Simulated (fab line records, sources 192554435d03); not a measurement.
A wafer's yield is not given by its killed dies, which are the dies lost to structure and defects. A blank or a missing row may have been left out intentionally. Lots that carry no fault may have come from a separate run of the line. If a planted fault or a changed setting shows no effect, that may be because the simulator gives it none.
Lot-split experiment / flow n5-finfet / 21 wafers read from 7 lots, route of 1938 steps

== THE SPLIT ITSELF ==
At N5_HKMG_FIN_EXPOSE_46 (exposes mask NDIPOLE), the setting dose-mj was moved away from the recipe's 40 on 3 of the 21 wafers read, by -7.2% to +4.6%. For the rest of the wafers, this setting stayed at what the recipe calls for.

== FROM THE SPLIT TO THE READING: what the file shows between them, 2 steps ==
- N5_HKMG_FIN_PEB_47: peb time 60 s
- N5_HKMG_FIN_DEVELOP_48: develop time 30 s

== THE READING ==
cd-nm, in nm, at N5_HKMG_FIN_CD_MEAS_49 (target cd 202 nm). A value of 202.4 nm with a standard deviation of 0.61 nm is what fault-free wafers of this fab line usually give.

wafer=L074.2; tool, chamber at the split=arfi-scanner-02, 0; dose-mj as run=40; against the recipe=recipe; cd-nm, nm=202.1; against lot-mates on the recipe=-
wafer=L074.4; tool, chamber at the split=arfi-scanner-02, 0; dose-mj as run=40; against the recipe=recipe; cd-nm, nm=201.7; against lot-mates on the recipe=-
wafer=L074.6; tool, chamber at the split=arfi-scanner-02, 0; dose-mj as run=40; against the recipe=recipe; cd-nm, nm=201.4; against lot-mates on the recipe=-
wafer=L076.1; tool, chamber at the split=arfi-scanner-01, 0; dose-mj as run=40; against the recipe=recipe; cd-nm, nm=201.8; against lot-mates on the recipe=-
wafer=L076.4; tool, chamber at the split=arfi-scanner-01, 0; dose-mj as run=40; against the recipe=recipe; cd-nm, nm=201.9; against lot-mates on the recipe=-
wafer=L076.6; tool, chamber at the split=arfi-scanner-01, 0; dose-mj as run=40; against the recipe=recipe; cd-nm, nm=201.8; against lot-mates on the recipe=-
wafer=L080.1; tool, chamber at the split=arfi-scanner-03, 0; dose-mj as run=40; against the recipe=recipe; cd-nm, nm=203.4; against lot-mates on the recipe=-
wafer=L080.4; tool, chamber at the split=arfi-scanner-03, 0; dose-mj as run=40; against the recipe=recipe; cd-nm, nm=202.2; against lot-mates on the recipe=-
wafer=L080.5; tool, chamber at the split=arfi-scanner-03, 0; dose-mj as run=40; against the recipe=recipe; cd-nm, nm=202.6; against lot-mates on the recipe=-
wafer=L083.1; tool, chamber at the split=arfi-scanner-02, 0; dose-mj as run=40; against the recipe=recipe; cd-nm, nm=202.3; against lot-mates on the recipe=-
wafer=L083.3; tool, chamber at the split=arfi-scanner-02, 0; dose-mj as run=40; against the recipe=recipe; cd-nm, nm=202.4; against lot-mates on the recipe=-
wafer=L083.5; tool, chamber at the split=arfi-scanner-02, 0; dose-mj as run=40; against the recipe=recipe; cd-nm, nm=201.9; against lot-mates on the recipe=-
wafer=L089.1; tool, chamber at the split=arfi-scanner-02, 0; dose-mj as run=40; against the recipe=recipe; cd-nm, nm=203.5; against lot-mates on the recipe=-
wafer=L089.3; tool, chamber at the split=arfi-scanner-02, 0; dose-mj as run=40; against the recipe=recipe; cd-nm, nm=201.9; against lot-mates on the recipe=-
wafer=L089.5; tool, chamber at the split=arfi-scanner-02, 0; dose-mj as run=37.13; against the recipe=-7.2%; cd-nm, nm=198.4; against lot-mates on the recipe=-4.3
wafer=L096.3; tool, chamber at the split=arfi-scanner-02, 0; dose-mj as run=40; against the recipe=recipe; cd-nm, nm=203.2; against lot-mates on the recipe=-
wafer=L096.5; tool, chamber at the split=arfi-scanner-02, 0; dose-mj as run=37.91; against the recipe=-5.2%; cd-nm, nm=199.8; against lot-mates on the recipe=-3.3
wafer=L096.6; tool, chamber at the split=arfi-scanner-02, 0; dose-mj as run=40; against the recipe=recipe; cd-nm, nm=203.0; against lot-mates on the recipe=-
wafer=L097.1; tool, chamber at the split=arfi-scanner-02, 0; dose-mj as run=40; against the recipe=recipe; cd-nm, nm=202.9; against lot-mates on the recipe=-
wafer=L097.2; tool, chamber at the split=arfi-scanner-02, 0; dose-mj as run=41.86; against the recipe=+4.6%; cd-nm, nm=205.9; against lot-mates on the recipe=+3.2
wafer=L097.5; tool, chamber at the split=arfi-scanner-02, 0; dose-mj as run=40; against the recipe=recipe; cd-nm, nm=202.6; against lot-mates on the recipe=-

THE FIT
A straight line over all 21 wafers: cd-nm changes by +0.586 nm for each +1% of dose-mj; r = +0.90; the points scatter about the line by 0.63 nm.
The same after taking each lot's own level away (the mean of its wafers on the recipe; 21 wafers): +0.626 nm for each +1%; r = +0.97; scatter 0.37 nm.
That fit puts the effect of the largest move of dose-mj on the reading at 4.5 nm.
The lots' own levels span 201.73 to 203.10 nm, that is 2.2 times the standard deviation above.
Consequently the slope shifts little with the lot-to-lot level, the two slopes agreeing.
Check: -4.67 nm against its lot-mates is what the line predicts for one of the wafers moved furthest among these (-7.2%) when that wafer is left out of the fit. It came out at -4.3 nm against them.

== FURTHER SPLITS ON THESE WAFERS ==
Before the reading, these wafers also passed through other splits. Each is held against what the fit with the lots' levels taken away leaves over:
other split on the same wafers=N5_SDB_STRIP_22 power-w; wafers away from the commonest value=5; r with cd-nm (lot level and that fit taken away)=-0.27
other split on the same wafers=N5_HKMG_FIN_HK_ALD_01 ald-cycles; wafers away from the commonest value=7; r with cd-nm (lot level and that fit taken away)=+0.17

== THE WHOLE CHAIN: every reading that the file lists as answering this split, in the file's order ==
step=N5_HKMG_FIN_CD_MEAS_49; what it does=target cd 202 nm; reading=cd-nm; change (the file's fit)=+0.628 nm for each +1% of the setting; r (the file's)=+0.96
step=N5_HKMG_FIN_ETCH_58; what it does=etches SOC in N2/H2, target depth 215.8 nm, time 741 s; reading=HKMG_FIN.cd-offset-nm (the simulator's own value, which no gauge read); change (the file's fit)=+0.627 nm for each +1% of the setting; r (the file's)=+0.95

== THE FILE'S OWN FIT ==
cd-nm changes by +0.628 nm for each +1% of dose-mj, r = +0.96.
